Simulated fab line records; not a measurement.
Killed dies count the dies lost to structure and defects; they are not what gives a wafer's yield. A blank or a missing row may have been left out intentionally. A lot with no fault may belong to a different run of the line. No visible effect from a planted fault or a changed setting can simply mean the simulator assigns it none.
Struck lot and sound lot, side by side | flow nandHarc | 14 steps out of a route of 1302
Sound: the wafers L712.1, L712.4, L712.5. The struck wafers were L717.2, L717.3, L717.6. The cause comes at the end.
At each step with rows: each side's tool, then ch and its chambers, then its first start. Under that, the readings that differ: sound wafers | struck wafers | difference of the means | sigmas: that difference in standard deviations of wafers without a fault.
alike: readings whose means differ by less than 2 such deviations, and words and numbers that are the same on both sides. not compared: withheld readings, readings that some wafer has no value for, bounds like >300 that may hide the same value, and numbers for which the record gives no deviation and whose values overlap.
The two part at a step that has a row with sigmas, a row that says differs or no value, or rows on one side only. Numbers that don't overlap but have no deviation are shown without sigmas and don't part them. A reading missing from all wafers of one side parts the sides only when that side holds two or more wafers.

NHARC_P_GATE_INSPECT_28:
  sound on defectInspect-02, day 8 01:51; struck on defectInspect-02, day 9 21:13
  alike: rawDefectCount
NHARC_P_GATE_DESCUM_31: chemistry O2, time 3 s.
  sound on rieDiel-02 ch 2,3, day 8 01:55; struck on rieDiel-10 ch 1,2,3, day 9 21:18
  alike: chamberPressureMTorr, drypumpMotorCurrentA, oesProductAu, rfVppV, showerheadPlenumPTorr, throttleValvePct
  not compared: rfHoursCounterH
NHARC_P_GATE_ETCH_104: etches the open film in CF4/CHF3, target depth 60 nm.
  sound on rieDiel-02 ch 0,2, day 8 02:00; struck on rieDiel-10 ch 0,2,3, day 9 21:22
  alike: chamberPressureMTorr, drypumpMotorCurrentA, oesProductAu, rfVppV, showerheadPlenumPTorr, throttleValvePct
NHARC_P_GATE_HM_OPEN_105: chemistry O2/COS, target depth 360 nm.
  sound on rieDiel-02 ch 1,3; struck on rieDiel-10 ch 0,1,2
  alike: chamberPressureMTorr, drypumpMotorCurrentA, oesProductAu, rfVppV, showerheadPlenumPTorr, throttleValvePct
  not compared: rfHoursCounterH
then, 2 steps without rows for these wafers: NHARC_P_GATE_STRIP_106 (strips in O2/COS); NHARC_P_GATE_ETCH_114 (etches the open film in CF4/O2, target depth 30 nm, overetch 3 nm, time 16.5 s).
NHARC_P_GATE_ETCH_32: etches the open film in HBr/Cl2, target depth 150 nm, time 100.1 s.
  sound on rieSi-02 ch 0,1, day 8 02:23; struck on rieSi-02 ch 0,1,2, day 9 21:45
  alike: chamberPressureMTorr, drypumpMotorCurrentA, oesProductAu, throttleValvePct
  not compared: rfHoursCounterH
then, 1 step without rows for these wafers: NHARC_P_GATE_STRIP_108 (strips in O2).
NHARC_P_GATE_CD_MEAS_33:
  sound on cdSem-03, day 8 02:44; struck on cdSem-03, day 9 22:05
  alike: cdNm
then, 3 steps without rows for these wafers: NHARC_P_GATE_STRIP_35 (strips in SPM, time 600 s); NHARC_P_GATE_PRECLEAN_73 (cleans in SC1); NHARC_P_GATE_SRD_74.
NHARC_P_GATE_ALD_36: deposits SiNx, target thk 20 nm, pulse time 60 s, ald cycles 223.
  sound on aldSin-02 ch 1,2, day 8 03:12; struck on aldSin-03 ch 0,1,2, day 9 23:36
  no value came back on the struck wafers for any of 5 readings (aldCycles, heaterPowerOuterW (W) and others); on the sound wafers aldCycles reads 223 223 223
NHARC_P_GATE_ETCHBACK_37: etches the open film in CHF3/O2, target depth 34.5 nm, time 17.2 s.
  sound on rieDiel-10 ch 1,2,3; struck on rieDiel-10 ch 0,2,3
  alike: chamberPressureMTorr, chf3FlowSccm, drypumpMotorCurrentA, oesProductAu, rfVppV, showerheadPlenumPTorr, throttleValvePct
  not compared: rfHoursCounterH

## WHERE THEY PART
At NHARC_P_GATE_ALD_36 and nowhere else, as far as this record goes. Later steps at which nothing parts them and some readings are alike: NHARC_P_GATE_ETCHBACK_37.

WHY: what the simulator had put in
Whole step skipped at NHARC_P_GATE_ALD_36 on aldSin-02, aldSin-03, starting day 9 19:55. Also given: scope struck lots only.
